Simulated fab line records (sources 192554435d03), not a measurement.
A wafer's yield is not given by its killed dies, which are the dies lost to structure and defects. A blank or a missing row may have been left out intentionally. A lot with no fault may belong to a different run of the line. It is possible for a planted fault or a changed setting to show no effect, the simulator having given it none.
fab line records | flow n5_finfet
record: lots: 9 wafers: 27 last_day: 20
route steps=1938 shown GATE_CUT@469 BEOL_M4@1111 PASSIVATION@1936
lots untouched by any fault: they come from a run of this same line in which no faults occurred
start_h: hours from the record's first day to the start of the lot's first wafer shown | wait_h: hours since the lot's step before | " repeats the value in the row above | L1.1+2: several wafers, shown together as one row | - no value, or no start given | * or withheld: withheld | < > ~ a bound
route shown NAME@n: a module of which the file shows steps, and the number in the route of the first | usual: average and standard deviation across the fault-free wafers | same: alike in all rows | chamber/n: place in a boat | sites: per-site readings | _std_site: how widely they spread, as a standard deviation | _edge_site: mean of outer sites minus mean of inner sites | radius_mm: how far each site lies from the wafer's centre | mask NAME#n: copy n | behind: tool/chamber where the wafer was last shaped | hold: reason for holding the lot/hours on hold/outcome of the hold | device: the n, p or np transistor that did not switch | end of line: the tests these same wafers got at the end of their route | where a step has no rows: the recipe by itself | killed: count of dies lost to structure and defects at first sort (not the wafer's yield) | map: dies across one wafer; x = killed, . = not, _ = none there
set.NAME: setting as actually run; set.NAME@STEP: the setting as run at that earlier step | model.NAME: the simulator's own value behind a step, which no gauge read
route steps across a sampled set of lots; one table per step, one row per wafer
services: the hour from which a tool's chamber was out of use, counted from the record's first day as start_h (under 0 if before that day), plus the number of hours and why
== steps ==
step: N5_GATE_CUT_ETCH_58
recipe: chemistry: CH3F/O2 target: SiNx target_depth_a: 170 time_s: 128.6 ion_energy_ev: 50 pressure_mtorr: 30 source_w: 415 bias_w: 21 Ar_flow_sccm: 150 CH3F_flow_sccm: 30 O2_flow_sccm: 20
usual: drypump_motor_current_A: 5.7/0.38 oes_product_au: 0.78/0.084 rf_fwd_power_W: 413.7/1.2 rf_vpp_V: 99.0/0.97 showerhead_plenum_p_Torr: 2.00/0.066 throttle_valve_pct: 16.40/0.19
columns lot.wafer tool chamber start_h wait_h drypump_motor_current_A oes_product_au rf_fwd_power_W rf_hours_counter_h rf_vpp_V showerhead_plenum_p_Torr throttle_valve_pct
L708.2 rie_diel-02 3 79.93 0.0 5.9 0.76 414.7 148 98.7 1.92 16.22
L708.5 " 1 " " 5.6 0.77 412.6 - 98.6 1.92 16.48
L708.6 " 0 " " 4.8 0.69 413.0 - 100.1 2.05 16.59
L715.1 rie_diel-05 3 123.77 0.0 6.4 0.78 414.2 138 98.4 2.00 16.58
L715.3 " 1 " " 5.4 0.92 413.3 28 99.3 2.05 16.02
L715.6 " 0 " " 5.8 0.69 414.1 - 99.3 1.98 16.18
L716.1 rie_diel-03 2 130.00 0.0 5.7 0.71 413.5 189 98.1 1.92 16.47
L716.3 " 0 " " 5.9 0.83 412.1 77 101.1 2.10 16.27
L716.4 " 3 " " 5.5 0.72 412.3 161 99.4 2.09 16.46
L717.1 rie_diel-03 3 135.21 0.0 5.5 0.72 416.5 163 99.5 2.09 16.47
L717.4 " 1 " " 5.7 0.73 414.1 168 99.1 2.00 16.65
L717.6 " 3 " " 5.5 0.72 416.0 - 98.4 2.08 16.47
L726.1 rie_diel-02 2 203.62 0.0 6.1 0.85 412.8 64 98.5 1.95 16.32
L726.2 " 1 " " 5.6 0.74 413.9 161 98.3 1.91 16.53
L726.5 " 0 " " 4.8 1.02 412.7 - 99.0 2.04 16.14
L730.1 rie_diel-05 2 247.36 0.0 6.2 0.93 413.0 19 98.7 1.96 16.23
L730.2 " 0 " " 5.8 0.68 413.3 223 98.0 1.98 16.23
L730.3 " 1 " " 5.4 0.88 413.9 46 101.2 2.04 16.04
L729.1 rie_diel-03 1 248.11 0.0 5.7 0.70 412.8 199 98.3 1.99 16.71
L729.2 " 0 " " 5.8 0.80 411.7 109 99.6 2.09 16.36
L729.4 " 2 " " 5.7 0.68 413.8 221 97.5 1.91 16.53
L728.1 rie_diel-02 2 249.82 0.1 6.0 0.84 412.4 75 97.7 1.95 16.34
L728.4 " 0 " " 4.8 0.97 414.5 11 99.4 2.04 16.16
L728.5 " 1 " " 5.6 0.75 414.3 - 99.4 1.91 16.53
L731.4 rie_diel-05 1 250.68 0.1 5.3 0.87 411.9 - 99.5 2.04 16.06
L731.5 " 2 " " 6.2 0.92 414.8 - 99.3 1.96 16.25
L731.6 " 3 " " 6.3 0.75 413.9 - 100.2 2.00 16.62
step: N5_GATE_CUT_SAC_CAP_01
recipe: material: SiNx target_thk_a: 240 temp_c: 400 ald_precursor_family: SiH2I2 ald_co_reactant: N2/H2-plasma pulse_time_s: 1 ald_cycles: 480 purge_time_s: 2 co_reactant_purge_time_s: 2 pressure_torr: 2
usual: heater_power_w: 840/95 precursor_pulse_height_rel: 1.001/0.02
columns lot.wafer tool chamber start_h wait_h heater_power_w precursor_pulse_height_rel
L708.2 ald_sin-02 0 80.25 0.0 796 1.034
L708.5 " 3 81.34 1.1 840 0.993
L708.6 " 0 " " 811 0.982
L715.1 ald_sin-04 3 124.09 0.0 958 1.045
L715.3 " 1 " " 871 0.994
L715.6 " 3 125.18 1.1 962 1.021
L716.1 ald_sin-03 0 130.32 0.0 818 1.018
L716.3 " 3 " " 691 1.001
L716.4 " 1 " " 833 0.983
L717.1 ald_sin-03 2 135.52 0.0 1065 0.981
L717.4 " 1 " " 844 0.995
L717.6 " 1 136.61 1.1 849 0.994
L726.1 ald_sin-03 1 203.94 0.0 866 1.031
L726.2 " 3 " " 705 1.000
L726.5 " 2 205.02 1.1 1064 0.996
L730.1 ald_sin-04 0 247.67 0.0 720 1.030
L730.2 " 3 " " 965 1.015
L730.3 " 2 " " 964 0.991
L729.1 ald_sin-02 1 248.43 0.0 844 1.019
L729.2 " 0 " " 762 1.013
L729.4 " 3 " " 809 1.061
L728.1 ald_sin-04 0 250.14 0.0 719 1.002
L728.4 " 1 " " 860 1.007
L728.5 " 0 251.23 1.1 709 1.003
L731.4 ald_sin-02 1 250.95 0.0 845 1.008
L731.5 " 3 252.03 1.1 826 1.005
L731.6 " 0 " " 774 0.983
step: N5_GATE_CUT_HM_DEP_46
recipe: material: SiO2 target_thk_a: 1300 temp_c: 400 precursor: TEOS/O2 pressure_torr: 6.5 rf_w: 900 teos_flow_sccm: 161.4 gas: O2 flow_sccm: 2650 time_s: 26.6
usual: heater_power_w: 528/84 rf_fwd_power_W: 889/4.7 showerhead_plenum_p_Torr: 8.37/0.058 throttle_valve_pct: 18.6/1.1
columns lot.wafer tool chamber start_h wait_h heater_power_w rf_fwd_power_W showerhead_plenum_p_Torr throttle_valve_pct
L708.2 pecvd-04 1 82.85 0.0 593 895 8.37 20.7
L708.5 " 2 " " 578 882 8.39 17.5
L708.6 " 1 " " 587 891 8.41 20.4
L715.1 pecvd-04 2 126.69 0.0 551 885 8.40 17.3
L715.3 " 0 " " 426 889 8.45 19.0
L715.6 " 0 " " 418 889 8.46 19.1
L716.1 pecvd-01 2 132.92 0.0 760 890 8.30 18.3
L716.3 " 1 " " 465 885 8.28 18.3
L716.4 " 0 " " 524 893 8.32 19.5
L717.1 pecvd-02 0 138.14 0.0 449 893 8.45 18.2
L717.4 " 0 " " 445 893 8.43 18.2
L717.6 " 2 " " 577 888 8.31 17.4
L726.1 pecvd-02 0 206.53 0.0 443 887 8.44 18.1
L726.2 " 2 " " 480 890 8.30 17.3
L726.5 " 2 " " 495 887 8.29 17.2
L730.1 pecvd-04 2 250.27 0.0 627 879 8.38 18.1
L730.2 " 1 " " 542 893 8.39 20.7
L730.3 " 0 " " 454 893 8.45 18.9
L729.1 pecvd-04 0 251.28 0.0 450 888 8.45 19.1
L729.2 " 1 " " 499 896 8.37 20.7
L729.4 " 2 " " 577 879 8.38 17.4
L728.1 pecvd-01 0 252.74 0.0 622 894 8.32 19.6
L728.4 " 0 " " 604 891 8.33 19.7
L728.5 " 2 " " 730 883 8.31 18.6
L731.4 pecvd-02 2 253.57 0.1 543 900 8.33 17.5
L731.5 " 1 " " 553 889 8.34 18.4
L731.6 " 0 " " 428 884 8.44 18.5
step: N5_GATE_CUT_COAT_07
recipe: resist: CAR-EUV spin_rpm: 1500 resist_thk_nm: 30
usual: spin_speed_rpm: 1499.9/1
columns lot.wafer tool chamber start_h wait_h spin_speed_rpm
L708.2 litho_track-03 0 82.93 - 1498.2
L708.5 " 0 " " 1500.2
L708.6 " 0 " " 1499.7
L715.1 litho_track-03 0 126.76 - 1605.1
L715.3 " 0 " " 1604.1
L715.6 " 0 " " 1605.5
L716.1 litho_track-01 0 132.99 - 1498.3
L716.3 " 0 " " 1499.1
L716.4 " 0 " " 1499.3
L717.1 litho_track-03 0 138.23 - 1605.5
L717.4 " 0 " " 1604.0
L717.6 " 0 " " 1605.0
L726.1 litho_track-03 0 211.54 - 1499.6
L726.2 " 0 " " 1501.3
L726.5 " 0 " " 1499.1
L730.1 litho_track-03 0 250.34 - 1501.1
L730.2 " 0 " " 1500.0
L730.3 " 0 " " 1500.0
L729.1 litho_track-03 0 251.35 - 1499.5
L729.2 " 0 " " 1500.4
L729.4 " 0 " " 1501.9
L728.1 litho_track-03 0 252.82 - 1501.3
L728.4 " 0 " " 1499.1
L728.5 " 0 " " 1500.4
L731.4 litho_track-03 0 253.63 - 1499.2
L731.5 " 0 " " 1497.9
L731.6 " 0 " " 1499.4
step: N5_BEOL_M4_RC_MEAS_101
usual: DIBL_N: 36.5/1.2 DIBL_P: 36.5/1.6 IOFF_N: 0.162/0.023 IOFF_P: 0.221/0.03 ION_N: 678/8 ION_P: 466/6.3 SS_N: 71.6/0.46 SS_P: 73.3/0.57 VT_N: 249.2/2.6 VT_P: -249/3.3
columns lot.wafer tool chamber start_h wait_h DIBL_N[mV/V] DIBL_P[mV/V] IOFF_N[nA/um] IOFF_P[nA/um] ION_N[uA/um] ION_P[uA/um] SS_N[mV/dec] SS_P[mV/dec] VT_N[mV] VT_P[mV]
L708.2 prober-02 0 183.81 0.3 38.6 36.2 0.178 0.225 683 463 71.8 73.7 247.0 -252
L708.5 " 0 " " 36.6 34.8 0.144 0.207 665 460 71.2 73.2 249.8 -250
L708.6 " 0 " " 37.1 34.5 0.149 0.197 679 463 72.2 72.9 249.5 -252
L715.1 prober-02 0 254.83 0.0 36.9 37.8 0.162 0.189 680 459 71.5 73.0 250.4 -253
L715.3 " 0 " " 36.6 37.4 0.155 0.180 667 454 71.3 74.0 251.2 -254
L715.6 " 0 " " 36.5 37.5 0.156 0.176 682 460 71.9 72.5 250.6 -256
L716.1 prober-02 0 257.33 0.0 35.8 36.0 0.152 0.205 680 465 71.8 73.0 252.3 -252
L716.3 " 0 " " 35.8 36.5 0.151 0.210 669 458 71.4 73.1 249.7 -250
L716.4 " 0 " " 35.5 35.2 0.148 0.194 682 464 71.0 73.2 250.3 -252
L717.1 prober-02 0 265.30 0.0 37.9 37.1 0.180 0.229 680 463 71.7 73.1 246.5 -248
L717.4 " 0 " " 38.1 36.4 0.169 0.214 674 460 71.5 73.1 248.7 -249
L717.6 " 0 " " 38.1 37.2 0.179 0.227 678 468 72.0 72.6 247.2 -252
L726.1 prober-01 0 323.73 0.0 36.2 38.9 0.194 0.254 695 471 72.0 73.8 247.0 -246
L726.2 " 0 " " 35.3 38.1 0.165 0.232 677 464 72.7 72.7 248.3 -248
L726.5 " 0 " " 34.6 36.3 0.152 0.215 678 465 71.9 73.0 251.2 -247
L730.1 prober-02 0 357.87 0.0 36.5 36.1 0.189 0.268 692 478 71.5 73.4 246.6 -241
L730.2 " 0 " " 34.9 33.7 0.157 0.225 680 474 71.4 72.5 248.0 -245
L730.3 " 0 " " 34.3 34.0 0.154 0.230 686 477 71.4 72.6 248.0 -246
L729.1 prober-02 0 361.53 0.0 37.5 37.2 0.169 0.210 675 462 72.1 73.1 250.7 -251
L729.2 " 0 " " 37.1 36.5 0.147 0.203 669 462 72.0 72.9 251.4 -249
L729.4 " 0 " " 35.6 34.3 0.125 0.176 668 459 70.9 73.2 253.9 -252
L728.1 prober-01 0 364.54 0.0 38.0 36.7 0.167 0.214 674 462 72.0 74.3 246.7 -249
L728.4 " 0 " " 37.1 35.6 0.155 0.203 677 465 71.5 72.9 248.8 -250
L728.5 " 0 " " 36.0 34.9 0.138 0.189 672 464 71.7 73.1 250.6 -249
L731.4 prober-02 0 367.87 0.5 38.1 38.1 0.181 0.251 678 468 72.3 74.5 248.3 -249
L731.5 " 0 " " 37.7 36.9 0.170 0.233 691 469 72.2 74.4 249.1 -247
L731.6 " 0 " " 39.2 38.9 0.206 0.258 690 463 72.1 73.9 245.9 -249
step: N5_PASSIVATION_PROBE_49
usual: defect_limited_yield: 91.2/1.3 killed_at_M0_to_M3: 34/9.2 killed_at_M4_up: 14/5 killed_at_contacts: 13/6.7 killed_at_front_end: 39/12 killed_at_other: 4/3.3 killed_dies: 104/15 killed_on_rim: 14/3.7 killed_open: 68/12 killed_short: 34/7.5 sort_bin_5_function: 5.2/0.87 sort_bin_6_memory: 3.3/0.63 sort_n_pass: 1076/15 sort_yield_pct: 91.2/1.3
same: gross_dies: 1180 killed_at_back_side: 0 sort_bin_4_leakage[%]: 0 sort_bin_8_speed[%]: 0
columns lot.wafer tool chamber start_h wait_h defect_limited_yield[%] killed_at_M0_to_M3 killed_at_M4_up killed_at_contacts killed_at_front_end killed_at_other killed_dies killed_on_rim killed_open killed_short sort_bin_5_function[%] sort_bin_6_memory[%] sort_n_pass sort_yield_pct[%]
L715.1 prober-01 - 353.42 0.0 87.8 42 11 20 67 4 144 15 87 54 6.4 5.3 1036 87.8
L715.3 prober-01 - 353.52 0.1 89.9 37 12 13 54 3 119 13 68 48 6.4 3.2 1061 89.9
L715.6 prober-01 - 353.67 0.3 89.2 41 9 22 54 1 127 16 76 48 5.8 4.6 1053 89.2
L717.1 prober-02 - 369.55 0.0 90.5 23 10 26 50 3 112 14 65 44 5.1 3.8 1068 90.5
L717.4 prober-02 - 369.70 0.2 88.8 22 19 20 71 0 132 13 84 48 6.4 3.9 1048 88.8
killed by level:class
L715.1 STI_FIN_REVEAL:geometric_particle:open=21 MOL_CONTACT_COAG:geometric_particle:open=16 BEOL_M0_SAQP:geometric_particle:short=14 FIN_SAQP:geometric_particle:short=13 FIN_SAQP:geometric_particle:open=9 BEOL_M0_SAQP:geometric_particle:open=9 BEOL_M2:geometric_particle:open=6 BEOL_M3:geometric_particle:open=6
L715.3 FIN_SAQP:geometric_particle:short=20 BEOL_M2:geometric_particle:open=11 FIN_SAQP:geometric_particle:open=10 STI_FIN_REVEAL:geometric_particle:open=7 MOL_CONTACT_COAG:geometric_particle:short=7 BEOL_M3:geometric_particle:open=7 MOL_CONTACT_COAG:geometric_particle:open=6 BEOL_M0_SAQP:geometric_particle:short=6
L715.6 FIN_SAQP:geometric_particle:short=15 FIN_SAQP:geometric_particle:open=13 BEOL_M2:geometric_particle:open=11 MOL_CONTACT_COAG:geometric_particle:open=11 MOL_CONTACT_COAG:geometric_particle:short=11 BEOL_M0_SAQP:geometric_particle:open=10 STI_FIN_REVEAL:geometric_particle:open=6 BEOL_M3:geometric_particle:open=6
L717.1 MOL_CONTACT_COAG:geometric_particle:open=19 FIN_SAQP:geometric_particle:short=14 FIN_SAQP:geometric_particle:open=9 MOL_CONTACT_COAG:geometric_particle:short=7 BEOL_M3:geometric_particle:open=5 STARTING-WAFER:geometric_particle:open=5 BEOL_M0_SAQP:geometric_particle:open=4 BEOL_M0_SAQP:geometric_particle:short=4
L717.4 FIN_SAQP:geometric_particle:open=22 FIN_SAQP:geometric_particle:short=15 STI_FIN_REVEAL:geometric_particle:open=14 MOL_CONTACT_COAG:geometric_particle:open=12 MOL_CONTACT_COAG:geometric_particle:short=8 GATE_CUT:geometric_particle:short=5 BEOL_M5:geometric_particle:open=5 GATE_CUT:geometric_particle:open=4
== services ==
columns tool chamber start_h hours kind
ald_sin-04 - 64.17 2.8 pm
pecvd-04 - 64.76 0.8 repair
pecvd-04 2 93.83 6.5 repair
rie_diel-05 3 93.94 21.0 repair
rie_diel-02 1 107.68 15.5 repair
rie_diel-02 2 107.69 2.9 repair
ald_sin-02 3 111.52 6.2 repair
ald_sin-04 0 123.95 17.5 repair
pecvd-02 1 133.62 50.0 repair
ald_sin-04 - 136.29 55.4 repair
pecvd-04 0 137.29 5.8 repair
rie_diel-02 - 151.09 15.6 pm
pecvd-04 2 151.83 10.6 repair
rie_diel-05 - 153.22 28.1 pm
ald_sin-02 - 165.33 2.0 repair
pecvd-02 0 169.29 4.4 repair
ald_sin-02 - 176.75 14.0 pm
rie_diel-05 3 189.24 1.3 repair
ald_sin-03 2 192.27 10.3 repair
ald_sin-03 0 200.89 22.9 repair
rie_diel-05 - 207.38 2.6 repair
rie_diel-05 1 213.83 14.7 repair
rie_diel-05 - 217.62 0.7 repair
ald_sin-03 2 222.71 13.7 repair
== key ==
first_sign: step: N5_GATE_CUT_COAT_07 reading: spin_speed_rpm direction: up sigmas: 99+ usual: * struck: *
effect none on later readings
met_at N5_GATE_CUT_COAT_07
struck_lots L715,L717
not_acting_at N5_GATE_CUT_ETCH_58,N5_GATE_CUT_SAC_CAP_01,N5_GATE_CUT_HM_DEP_46
onset_between 82.93 126.76
fault: kind: process_parameter_drift tool: litho_track-03 chamber: - onset_h: 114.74 steps: N5_GATE_CUT_COAT_07 channel: spin_rpm offset: * shape: step end_h: 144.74 acts_in: * stated: *
